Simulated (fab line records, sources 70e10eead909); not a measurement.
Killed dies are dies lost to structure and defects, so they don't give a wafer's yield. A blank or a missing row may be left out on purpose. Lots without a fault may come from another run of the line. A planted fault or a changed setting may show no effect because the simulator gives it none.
Chamber matching | flow nand_harc | NHARC_P_STI_ETCH_42 on rie_diel-12: 4 sister chambers
The step etches the open film in N2/H2, target depth 80 nm, overetch 24 nm, time 61 s. 14 wafers are shown with their chamber, then 7 later ones without.

WAFERS WITH THEIR CHAMBER
wafer  | chamber | rf_vpp_V (V) | oes_product_au (a.u.) | n2_flow_sccm (sccm)
L875.2 | 2       | 434.2        | 1.004                 | 149.7
L875.3 | 1       | 428.2        | 0.988                 | 149.4
L875.6 | 3       | 429.1        | 0.994                 | 149.9
L877.3 | 1       | 427.3        | 0.997                 | 150.0
L877.4 | 0       | 431.7        | 1.002                 | 149.3
L877.5 | 2       | 434.9        | 0.992                 | 149.5
L884.2 | 2       | 434.9        | 0.998                 | 149.4
L884.3 | 0       | 430.7        | 1.010                 | 149.8
L884.6 | 1       | 429.5        | 0.997                 | 149.7
L886.2 | 3       | 429.9        | 0.999                 | 150.4
L886.4 | 2       | 433.6        | 0.999                 | 149.3
L886.5 | 2       | 434.9        | 0.998                 | 149.6
L891.1 | 0       | 431.6        | 1.017                 | 149.7
L891.3 | 1       | 427.6        | 0.995                 | 150.7

SIGNATURES (means of the wafers above)
reading        | chamber 0 | chamber 1 | chamber 2 | chamber 3 | scatter within a chamber
rf_vpp_V       | 431.333   | 428.150   | 434.500   | 429.500   | 0.718
oes_product_au | 1.00967   | 0.99425   | 0.99820   | 0.99650   | 0.00503
n2_flow_sccm   | 149.600   | 149.950   | 149.500   | 150.150   | 0.36
Rule: a wafer's distance from a chamber is the root of the sum, over the readings, of the square of ((its reading less the chamber's mean) divided by the reading's scatter). The wafer belongs to the nearest chamber; if the next one is less than 2 further off, it can't be placed. The scatter: the root of (the sum of the squares of (reading less its chamber's mean) over the shown wafers, divided by (wafers less chambers)).

WAFERS WITHOUT THEIR CHAMBER
wafer  | rf_vpp_V (V) | oes_product_au (a.u.) | n2_flow_sccm (sccm)
L891.5 | 429.0        | 0.999                 | 150.1
L895.2 | 427.7        | 1.006                 | 150.3
L895.4 | 436.4        | 1.001                 | 149.2
L895.5 | 428.7        | 1.005                 | 150.6
L896.1 | 427.7        | 0.997                 | 149.6
L896.4 | 429.6        | 1.002                 | 150.3
L896.5 | 430.2        | 1.002                 | 150.7

WHICH CHAMBER EACH WENT THROUGH
wafer  | from the rows above          | in truth
L891.5 | can't be placed: 3 or 1      | 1
L895.2 | can't be placed: 1 or 3      | 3
L895.4 | 2                            | 2
L895.5 | can't be placed: 3 or 1      | 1
L896.1 | can't be placed: 1 or 3      | 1
L896.4 | can't be placed: 3 or 1      | 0
L896.5 | can't be placed: 3 or 0 or 1 | 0
Placed correctly: 1 of 7. Can't be placed from these rows: 6 (the true chamber is among the candidates in 5). Placed wrongly: 0.
